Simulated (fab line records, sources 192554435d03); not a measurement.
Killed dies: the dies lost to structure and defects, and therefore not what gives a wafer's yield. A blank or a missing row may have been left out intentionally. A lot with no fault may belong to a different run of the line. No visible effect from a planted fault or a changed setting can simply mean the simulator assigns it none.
A single fault, viewed from 2 desks + flow n5-finfet + each desk holds nothing but its own numbers, with what lay behind them at the end

METROLOGY DESK
Lot by lot, what the gauges showed, no matter which tool ran the lot: averages of those sampled wafers that carry a number. Marked OUT: a lot whose mean sits more than 4 standard deviations from the usual mean, which makes it out of limits; the brackets give that distance. 7 of its 10 readings are shown, namely those furthest out on some lot.
Columns: A = DIBL_N at N5_BEOL_M4_RC_MEAS_101, usual 36.0 mV/V; B = IOFF_N at N5_BEOL_M4_RC_MEAS_101, usual 0.15 nA/um; C = IOFF_P at N5_BEOL_M4_RC_MEAS_101, usual 0.20 nA/um; D = ION_N at N5_BEOL_M4_RC_MEAS_101, usual 670 uA/um; E = SS_N at N5_BEOL_M4_RC_MEAS_101, usual 71.5 mV/dec; F = VT_N at N5_BEOL_M4_RC_MEAS_101, usual 250 mV; G = VT_P at N5_BEOL_M4_RC_MEAS_101, usual -251 mV
| lot  | first seen here | A    | B    | C    | D   | E    | F   | G    |
|------|-----------------|------|------|------|-----|------|-----|------|
| L714 | day 10 15:18    | 36.6 | 0.19 | 0.24 | 681 | 71.8 | 247 | -246 |
| L718 | day 11 15:10    | 35.9 | 0.13 | 0.18 | 664 | 71.6 | 252 | -251 |
| L726 | day 13 09:58    | 34.2 | 0.13 | 0.16 | 660 | 70.6 | 254 | -256 |
| L728 | day 14 05:16    | 36.3 | 0.16 | 0.21 | 677 | 71.5 | 248 | -252 |
This desk's finding: nothing out of limits on any of the 4 lots.

AT THE TOOL OWNER'S DESK: pecvd-02
The tool's own readings at N5_BEOL_M0_SAQP_HM_DEP_111 (deposits SiO2 from SiH4/N2O, target thk 12 nm, time 7.2 s): means of the sampled wafers that have a number, for each lot that ran on this tool. Marked OUT: a lot whose mean sits more than 4 standard deviations from the usual mean, which makes it out of limits; the brackets give that distance.
Columns: A = heater-power-w at N5_BEOL_M0_SAQP_HM_DEP_111, usual 784 W; B = showerhead-plenum-p-Torr at N5_BEOL_M0_SAQP_HM_DEP_111, usual 8.10 Torr
| lot  | first seen here | A   | B    |
|------|-----------------|-----|------|
| L718 | day 8 17:42     | 748 | 8.20 |
| L726 | day 10 17:07    | 866 | 8.24 |
| L728 | day 11 08:29    | 666 | 8.16 |
This desk's finding: nothing out of limits on any of the 3 lots.

BROUGHT TOGETHER
From the metrology desk's view, nothing was out of limits.
The tool owner's desk saw nothing out of limits.

WHAT WAS PUT IN BY THE SIMULATOR
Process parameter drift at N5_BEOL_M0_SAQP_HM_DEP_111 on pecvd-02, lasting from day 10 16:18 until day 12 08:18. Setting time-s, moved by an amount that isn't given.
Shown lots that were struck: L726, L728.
